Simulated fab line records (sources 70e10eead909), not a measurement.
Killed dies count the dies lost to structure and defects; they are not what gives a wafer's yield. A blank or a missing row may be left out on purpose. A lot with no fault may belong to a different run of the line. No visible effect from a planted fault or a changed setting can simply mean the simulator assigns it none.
8D (eight disciplines) problem report, filled in by code -- flow nand_harc -- the parts of the form that need people (team, actions taken, sign-off) are left out

## 1. THE PROBLEM
Wafers without a fault read 188.48 W, standard deviation 0.14; heater_power_total_W at NHARC_A_CHANNEL_HOLE_D2_SOFTBAKE_05 reads a mean of 323.51 W on 3 wafers belonging to 2 lots. That is +99 or more standard deviations from the usual mean.
The step: time 55 s.
First observed at day 19 12:00: wafer L452.6, on litho_track-04. At this step, 39 wafers from 13 lots have a number in the record. Rule for "out" (also "out of limits"): further than 4 standard deviations from the usual mean. The other wafers with a number count as sound.

## 2. WHAT THIS IS AND IS NOT
question,is,is not
which readings at this step,heater_power_total_W,-
which lots,"L452, L456","L437, L441, L442, L443, L444, L446, L448, L449, L450, L451, L457"
which wafers of those lots,"L452.6, L456.3, L456.6","L452.4, L452.5, L456.2"
read on which tools,litho_track-04,"litho_track-01, litho_track-06"
when,from day 19 12:00,"up to then (32 sound wafers); but 4 sound wafers of L456, L457 came after"

## 3. SUSPECTS, AND WHAT RULES EACH OUT
Counting: a tool at a process step up to the reading stays a suspect if it ran every lot that is out. Sound lots after the first of them don't rule it out here, since some wafers of a struck lot are sound.
- litho_track-04 at NHARC_A_CHANNEL_HOLE_D2_SOFTBAKE_05 (time 55 s): kept. Every lot that is out went through it, the first being L452 (day 19 12:00); the last sound lot it ran before that was L451 (day 19 11:00). Its own heater_power_total_W readings are out on those wafers.
After counting, what remains is litho_track-04 at NHARC_A_CHANNEL_HOLE_D2_SOFTBAKE_05.

## 4. THE CAUSE (what the simulator had put in)
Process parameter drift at NHARC_A_CHANNEL_HOLE_D2_SOFTBAKE_05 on litho_track-04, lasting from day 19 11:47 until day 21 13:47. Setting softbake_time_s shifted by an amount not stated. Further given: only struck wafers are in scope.
The count eliminated every tool but this one.

## 5. SEQUENCE OF EFFECTS, ordered by route
One row per reading whose mean, taken over the struck wafers that have a number, lies over 3 standard deviations from the usual. Readings are gone through only where the record gives a usual standard deviation; hours: the median, over the lots, of the time from a lot's start at the first step in this table giving one to that lot's start at this step; sigmas: the change measured in usual standard deviations.
hours,step,reading,usual,on struck wafers,change,sigmas
0,NHARC_A_CHANNEL_HOLE_D2_SOFTBAKE_05,heater_power_total_W,188.48 W,323.51,+135.03,+99 or more
The process steps in it:
- NHARC_A_CHANNEL_HOLE_D2_SOFTBAKE_05: time 55 s.
Later steps that measure or inspect, where all struck wafers having a row at the step show a number for every such reading and not one has moved that far: NHARC_A_CHANNEL_HOLE_D2_CD_MEAS_10.

## 6. HOW IT WOULD HAVE BEEN CAUGHT EARLIER
0 hours passed between the start of the fault at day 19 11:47 and the first reading out of limits in this record, taken at day 19 12:00.
